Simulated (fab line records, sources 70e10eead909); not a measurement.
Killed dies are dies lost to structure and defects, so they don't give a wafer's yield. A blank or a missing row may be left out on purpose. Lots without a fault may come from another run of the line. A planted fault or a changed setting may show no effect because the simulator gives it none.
fab line records | flow nand_harc
record lots=7 wafers=20 last_day=33
route steps=1302 shown P_CONTACT@235
lots that met no fault: from a run of the same line without faults
start_h: hours from the record's first day to the start of the lot's first wafer shown | wait_h: hours since the lot's step before | " the same as in the row above | L1.1+2: a row that stands for several wafers | - no value, or no start given | * or withheld: withheld | < > ~ a bound
route shown NAME@n: a module of which the file shows steps, and the number in the route of the first | usual: mean/standard deviation of fault-free wafers | same: alike in all rows | chamber/n: place in a boat | sites: the reading at each site | _std_site: their standard deviation | _edge_site: outer sites' mean less inner sites' | radius_mm: how far each site lies from the wafer's centre | mask NAME#n: copy n | behind: the tool/chamber that last shaped the wafer | hold: why the lot was held/for how many hours/how that ended | device: the transistor (n, p or np) that didn't switch | end of line: the same wafers' tests at the end of the route | a step without rows: its recipe alone | killed: dies lost to structure and defects at the first sort, not the wafer's yield | map: a wafer's dies, x killed, . not, _ none there
set.NAME: the setting as run; set.NAME@STEP: as run at that earlier step | model.NAME: the simulator's own value behind a step, which no gauge read
lots at some steps of the route; a table a step, a row a wafer
services: from which hour (start_h, from the record's first day; less than 0 if before it) a tool's chamber was out of use, for how many hours, and why
## steps
# step NHARC_P_CONTACT_DESCUM_17
# recipe time_s=3 o2_flow_sccm=200 ar_flow_sccm=0 bias_power_w=0 chemistry=O2
# usual drypump_motor_current_A=5.6/0.41 oes_product_au=1.008/0.013 rf_vpp_V=57.6/0.82 showerhead_plenum_p_Torr=1.90/0.071 throttle_valve_pct=11.311/0.009
# same bias_power_w=0 time_s=3
# columns lot.wafer tool chamber start_h wait_h drypump_motor_current_A oes_product_au rf_hours_counter_h rf_vpp_V showerhead_plenum_p_Torr throttle_valve_pct
L623.1 rie_diel-04 1 174.09 0.1 5.8 1.000 7.8 57.2 1.88 11.298
L623.3 " 2 " " 5.0 0.992 7.6 57.2 1.97 11.326
L623.6 " 0 " " 6.0 1.017 - 57.4 1.87 11.326
L627.4 rie_diel-04 3 216.34 0.1 4.9 1.018 0.9 58.5 1.90 11.308
L627.3 " 1 " " 5.7 1.024 1.3 56.7 1.88 11.302
L627.5 " 0 " " 6.0 1.017 - 58.4 1.87 11.312
L628.1 rie_diel-05 2 217.39 0.1 5.7 1.014 3.1 56.5 1.79 11.306
L628.6 " 2 " " 5.7 1.022 - 56.4 1.79 11.318
L628.5 " 1 " " 5.6 1.006 - 56.6 1.90 11.323
L634.2 rie_diel-05 3 274.06 0.1 5.5 1.008 1.1 58.6 1.94 11.297
L634.5 " 1 " " 5.6 1.002 - 59.2 1.90 11.306
L634.6 " 2 " " 5.7 0.996 - 57.0 1.79 11.313
L635.2 rie_diel-04 3 294.09 0.1 4.9 1.005 5.7 57.4 1.90 11.309
L635.4 " 0 " " 6.0 1.028 5.7 57.7 1.87 11.317
L635.6 " 2 " " 5.0 0.986 - 58.6 1.97 11.304
L637.2 rie_diel-13 1 304.91 0.1 5.2 1.017 3.5 58.9 2.03 11.309
L637.6 " 0 " " 5.8 1.015 - 56.5 1.83 11.313
L640.4 rie_diel-05 3 337.25 0.1 5.5 1.014 2.3 56.1 1.94 11.318
L640.5 " 0 " " 5.5 0.994 - 57.2 1.83 11.321
L640.6 " 1 " " 5.6 1.014 - 58.1 1.90 11.308
# step NHARC_P_CONTACT_ETCH_35
# recipe target_depth_a=390 over_etch_frac=0.3 time_s=65 ion_energy_ev=80 cf4_flow_sccm=150 ar_flow_sccm=0 rf_w=300 bias_w=100 chemistry=CF4
# usual drypump_motor_current_A=5.6/0.41 oes_product_au=1.009/0.011 rf_vpp_V=151.1/1.1 showerhead_plenum_p_Torr=1.76/0.061 throttle_valve_pct=13.285/0.0091
# same time_s=65
# columns lot.wafer tool chamber start_h wait_h drypump_motor_current_A oes_product_au rf_hours_counter_h rf_vpp_V showerhead_plenum_p_Torr throttle_valve_pct
L623.1 rie_diel-04 3 174.16 0.1 4.9 1.015 7.1 152.6 1.76 13.273
L623.3 " 0 " " 6.0 1.022 6.8 149.9 1.73 13.271
L623.6 " 3 " " 4.9 1.017 - 151.1 1.76 13.283
L627.3 rie_diel-04 0 216.42 0.1 6.0 1.009 1.2 150.5 1.73 13.264
L627.4 " 2 " " 5.0 0.988 0.9 151.9 1.82 13.270
L627.5 " 1 " " 5.7 1.018 - 151.8 1.74 13.278
L628.1 rie_diel-05 0 217.50 0.1 5.5 1.007 3.2 150.2 1.70 13.283
L628.5 " 0 " " 5.5 1.009 - 150.4 1.70 13.293
L628.6 " 1 " " 5.6 1.019 - 152.0 1.76 13.279
L634.2 rie_diel-05 2 274.14 0.1 5.7 1.009 0.9 150.6 1.66 13.290
L634.5 " 0 " " 5.5 1.014 - 150.0 1.70 13.284
L634.6 " 1 " " 5.6 1.001 - 150.7 1.75 13.286
L635.2 rie_diel-04 0 294.18 0.1 6.0 1.008 5.7 152.0 1.73 13.300
L635.4 " 2 " " 5.0 0.973 6.4 151.4 1.82 13.279
L635.6 " 0 " " 6.0 1.007 - 150.2 1.73 13.295
L637.2 rie_diel-13 2 305.00 0.1 6.2 0.989 3.2 152.5 1.84 13.268
L637.6 " 0 " " 5.8 1.011 - 150.2 1.70 13.284
L640.4 rie_diel-05 0 337.32 0.1 5.5 1.012 2.3 150.0 1.70 13.251
L640.6 " 3 " " 5.5 1.025 - 151.4 1.79 13.302
L640.5 " 0 " " 5.5 1.004 - 150.9 1.70 13.294
# step NHARC_P_CONTACT_ETCH_36
# recipe target_depth_a=2600 over_etch_frac=0.25 time_s=406.25 ion_energy_ev=200 n2_flow_sccm=150 h2_flow_sccm=150 ar_flow_sccm=0 rf_w=400 bias_w=150 chemistry=N2/H2
# usual drypump_motor_current_A=5.6/0.42 oes_product_au=1.008/0.013 rf_vpp_V=430.1/2.5 showerhead_plenum_p_Torr=2.03/0.079 throttle_valve_pct=14.171/0.0097
# same time_s=406.25
# columns lot.wafer tool chamber start_h wait_h drypump_motor_current_A oes_product_au rf_hours_counter_h rf_vpp_V showerhead_plenum_p_Torr throttle_valve_pct
L623.1 rie_diel-04 3 - - 4.9 1.007 7.1 430.0 2.03 14.164
L623.3 " 0 " " 6.0 1.024 6.9 429.5 1.99 14.167
L623.6 " 3 " " 4.9 1.015 - 428.6 2.03 14.158
L627.3 rie_diel-04 3 - - 4.9 1.029 1.0 430.1 2.03 14.161
L627.4 " 0 " " 6.0 1.019 1.3 429.0 1.99 14.178
L627.5 " 3 " " 4.9 1.032 - 429.1 2.03 14.164
L628.1 rie_diel-05 2 - - 5.7 1.019 3.2 425.9 1.91 14.175
L628.5 " 0 " " 5.5 1.008 - 428.7 1.95 14.159
L628.6 " 1 " " 5.6 1.026 - 429.9 2.02 14.162
L634.2 rie_diel-05 2 - - 5.7 1.002 1.0 427.2 1.91 14.171
L634.5 " 1 " " 5.6 1.006 - 428.8 2.02 14.164
L634.6 " 2 " " 5.7 1.002 - 425.8 1.90 14.170
L635.4 rie_diel-04 0 - - 6.0 1.018 5.8 428.1 1.99 14.155
L635.2 " 2 " " 5.0 0.989 6.5 431.9 2.10 14.168
L635.6 " 1 " " 5.8 1.021 - 430.0 2.01 14.155
L637.2 rie_diel-13 2 - - 6.2 0.980 3.3 433.4 2.13 14.181
L637.6 " 1 " " 5.2 1.022 - 433.3 2.17 14.174
L640.4 rie_diel-05 2 - - 5.7 1.007 2.3 427.2 1.90 14.184
L640.5 " 0 " " 5.6 1.003 - 426.7 1.95 14.160
L640.6 " 1 " " 5.5 1.009 - 428.2 2.02 14.169
# step NHARC_P_CONTACT_ETCH_18
# recipe target_depth_a=4810 time_s=240.5 c4f8_flow_sccm=20 o2_flow_sccm=10 ar_flow_sccm=withheld rf_w=600 bias_w=1500 chemistry=C4F8/O2/Ar
# step NHARC_P_CONTACT_STRIP_37
# recipe c4f8_flow_sccm=withheld o2_flow_sccm=8 ar_flow_sccm=withheld bias_w=0 chemistry=C4F8/O2/Ar
# step NHARC_P_CONTACT_ETCH_31
# recipe target_depth_a=300 time_s=85.7 ion_energy_ev=120 over_etch_frac=1 ch3f_flow_sccm=50 o2_flow_sccm=30 ar_flow_sccm=200 rf_w=500 bias_w=100 chemistry=CH3F/O2
# step NHARC_P_CONTACT_CD_MEAS_19
# usual cd_nm=90.4/1.9
# columns lot.wafer tool chamber start_h wait_h cd_nm
L623.1 cd_sem-01 - 174.95 - 90.7
L623.3 " - " " 91.3
L623.6 " - " " 91.8
L627.3 cd_sem-03 - 217.22 - 91.2
L627.4 " - " " 90.2
L627.5 " - " " 92.8
L628.1 cd_sem-03 - 218.41 - 90.4
L628.5 " - " " 88.7
L628.6 " - " " 89.6
L634.2 cd_sem-03 - 274.92 - 91.3
L634.5 " - " " 89.4
L634.6 " - " " 88.5
L635.2 cd_sem-01 - 294.95 - 89.3
L635.4 " - " " 91.9
L635.6 " - " " 93.6
L637.2 cd_sem-02 - 305.77 - 88.0
L637.6 " - " " 91.5
L640.4 cd_sem-03 - 338.10 - 94.7
L640.5 " - " " 91.5
L640.6 " - " " 90.3
# step NHARC_P_CONTACT_STRIP_28
# recipe o2_flow_sccm=500 ar_flow_sccm=0 bias_w=0 chemistry=O2
# usual drypump_motor_current_A=5.6/0.42 oes_product_au=1.006/0.013 rf_vpp_V=57.8/0.84 showerhead_plenum_p_Torr=3.52/0.13 throttle_valve_pct=17.035/0.0084
# columns lot.wafer tool chamber start_h wait_h drypump_motor_current_A oes_product_au rf_hours_counter_h rf_vpp_V showerhead_plenum_p_Torr throttle_valve_pct
L623.1 rie_diel-05 3 175.04 0.1 5.5 0.986 2.0 58.3 3.57 17.040
L623.3 " 0 " " 5.5 0.991 2.2 57.9 3.38 17.035
L623.6 " 2 " " 5.7 1.026 - 57.3 3.32 17.028
L627.3 rie_diel-13 1 217.30 0.1 5.2 1.002 1.1 58.6 3.73 17.033
L627.4 " 2 " " 6.2 0.972 1.3 57.6 3.67 17.044
L627.5 " 1 " " 5.2 0.999 - 57.8 3.73 17.057
L628.1 rie_diel-13 1 218.49 0.1 5.2 1.004 1.2 59.2 3.73 17.034
L628.6 " 1 " " 5.2 1.008 - 59.1 3.73 17.028
L628.5 " 2 " " 6.2 0.987 - 58.5 3.67 17.043
L634.2 rie_diel-13 1 274.99 0.1 5.2 1.020 2.7 56.1 3.73 17.034
L634.5 " 1 " " 5.2 1.025 - 57.9 3.73 17.041
L634.6 " 2 " " 6.2 0.994 - 57.9 3.67 17.042
L635.4 rie_diel-13 1 295.03 0.1 5.2 1.018 3.0 57.3 3.73 17.042
L635.2 " 0 " " 5.8 1.005 2.9 56.7 3.39 17.020
L635.6 " 2 " " 6.2 0.984 - 57.8 3.67 17.035
L637.2 rie_diel-05 1 305.87 0.1 5.6 1.013 1.7 57.0 3.50 17.020
L637.6 " 0 " " 5.5 1.014 - 58.2 3.38 17.022
L640.4 rie_diel-13 1 338.19 0.1 5.2 1.013 5.5 58.4 3.72 17.030
L640.5 " 0 " " 5.8 1.006 - 58.2 3.39 17.042
L640.6 " 1 " " 5.2 1.012 - 59.2 3.72 17.040
# step NHARC_P_CONTACT_STRIP_29
# recipe time_s=1200 temp_c=72.5 chemistry=post_etch_residue_remover
# step NHARC_P_CONTACT_DEGAS_38
# recipe temp_c=300 time_s=60
# step NHARC_P_CONTACT_PRE_CLEAN_39
# recipe time_s=19.5 bias_v=250 gas=Ar
# step NHARC_P_CONTACT_PVD_32
# recipe target_thk_a=50 chamber_pressure_pa=5 power_w=5000 substrate_temp_c=200 time_s=17.7 material=Ti
# usual throttle_valve_pct=30.5/1.4
# same time_s=17.7
# columns lot.wafer tool chamber start_h wait_h throttle_valve_pct
L623.1 pvd_sputter-01 - - - 31.9
L623.3 " - " " 30.1
L623.6 " - " " 32.2
L627.3 pvd_sputter-03 - - - 32.3
L627.4 " - " " 29.4
L627.5 " - " " 28.0
L628.1 pvd_sputter-02 - - - 28.6
L628.5 " - " " 28.6
L628.6 " - " " 30.7
L634.2 pvd_sputter-01 - - - 30.7
L634.5 " - " " 32.0
L634.6 " - " " 31.4
L635.4 pvd_sputter-01 - - - 31.7
L635.2 " - " " 31.5
L635.6 " - " " 31.3
L637.2 pvd_sputter-01 - - - 30.2
L637.6 " - " " 32.1
L640.4 pvd_sputter-03 - - - 30.2
L640.5 " - " " 30.5
L640.6 " - " " 32.7
# step NHARC_P_CONTACT_ALD_22
# recipe target_thk_a=30 pulse_time_s=1 ald_cycles=150 temp_c=450 material=TiN
# usual ald_cycles=150/0 heater_power_w=1113/130 precursor_pulse_height_rel=0.997/0.02
# columns lot.wafer tool chamber start_h wait_h ald_cycles heater_power_w precursor_pulse_height_rel
L623.1 ald_metal-03 1 175.91 - 150 1244 0.998
L623.3 " 0 " " 150 1164 1.007
L623.6 " 1 " " 150 1320 0.978
L627.4 ald_metal-04 2 218.16 - 150 1193 0.989
L627.3 " 1 " " 150 919 1.018
L627.5 " 2 " " 150 1210 0.981
L628.1 ald_metal-01 1 219.43 - 150 1150 0.999
L628.6 " 2 " " 150 1150 1.010
L628.5 " 3 " " 150 1025 1.047
L634.2 ald_metal-03 0 275.90 - 145 1147 1.009
L634.5 " 3 " " 145 1089 0.991
L634.6 " 0 " " 150 1165 1.014
L635.2 ald_metal-03 3 295.97 - 145 1108 0.984
L635.4 " 0 " " 150 1135 0.981
L635.6 " 1 " " 150 1268 0.966
L637.2 ald_metal-03 2 306.82 - 145 1070 0.985
L637.6 " 0 " " 150 1144 0.990
L640.4 ald_metal-04 2 339.09 - 150 1160 1.024
L640.6 " 0 " " 150 949 0.980
L640.5 " 1 " " 150 936 0.992
# step NHARC_P_CONTACT_CVD_23
# recipe target_thk_a=2000 temp_c=300 pressure_torr=40 wf6_flow_sccm=40 h2_flow_sccm=1600 ar_flow_sccm=1560 time_s=557 material=W
## services
# columns tool chamber start_h hours kind
rie_diel-05 1 152.08 1.4 repair
rie_diel-13 - 165.01 9.0 pm
pvd_sputter-03 - 170.05 10.0 pm
rie_diel-04 - 177.90 9.0 pm
ald_metal-03 0 193.86 2.7 repair
ald_metal-03 - 212.00 10.0 pm
rie_diel-05 3 217.24 4.4 repair
pvd_sputter-01 - 226.01 10.0 pm
rie_diel-05 - 229.60 9.0 pm
ald_metal-04 - 232.32 1.5 repair
rie_diel-04 2 250.81 3.6 repair
rie_diel-13 - 259.32 0.2 repair
pvd_sputter-03 - 273.05 12.4 repair
ald_metal-04 1 281.02 3.6 repair
ald_metal-03 3 282.26 6.3 repair
ald_metal-04 - 296.00 10.0 pm
rie_diel-05 1 299.78 3.2 repair
rie_diel-05 3 302.66 5.4 repair
rie_diel-04 2 308.22 9.9 repair
pvd_sputter-01 - 309.76 10.0 repair
rie_diel-13 2 315.50 9.8 repair
rie_diel-13 3 324.55 11.4 repair
rie_diel-04 1 331.78 1.3 repair
pvd_sputter-01 - 338.50 2.5 repair
## key
first_sign step=NHARC_P_CONTACT_ALD_22 reading=ald_cycles direction=down sigmas=99+ usual=150 struck=145
effect none on later readings
met_at NHARC_P_CONTACT_ALD_22
struck_wafers L634.2,L634.5,L635.2,L637.2
tester_left_out L634,L635,L637
onset_between 175.91 275.90
fault kind=process_parameter_drift tool=ald_metal-03 chamber=- onset_h=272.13 steps=NHARC_P_CONTACT_ALD_22 channel=ald_cycles offset=-5 shape=step end_h=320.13 scope=struck_wafers_only acts_in=these_recipes_only stated=150
# tester_left_out: of these lots the tester's yield and bins aren't shown, on N5 and GAA mostly nor the transistor test; their killed dies are dies lost to structure and defects alone, not to doping, threshold or leakage, so they don't give the yield
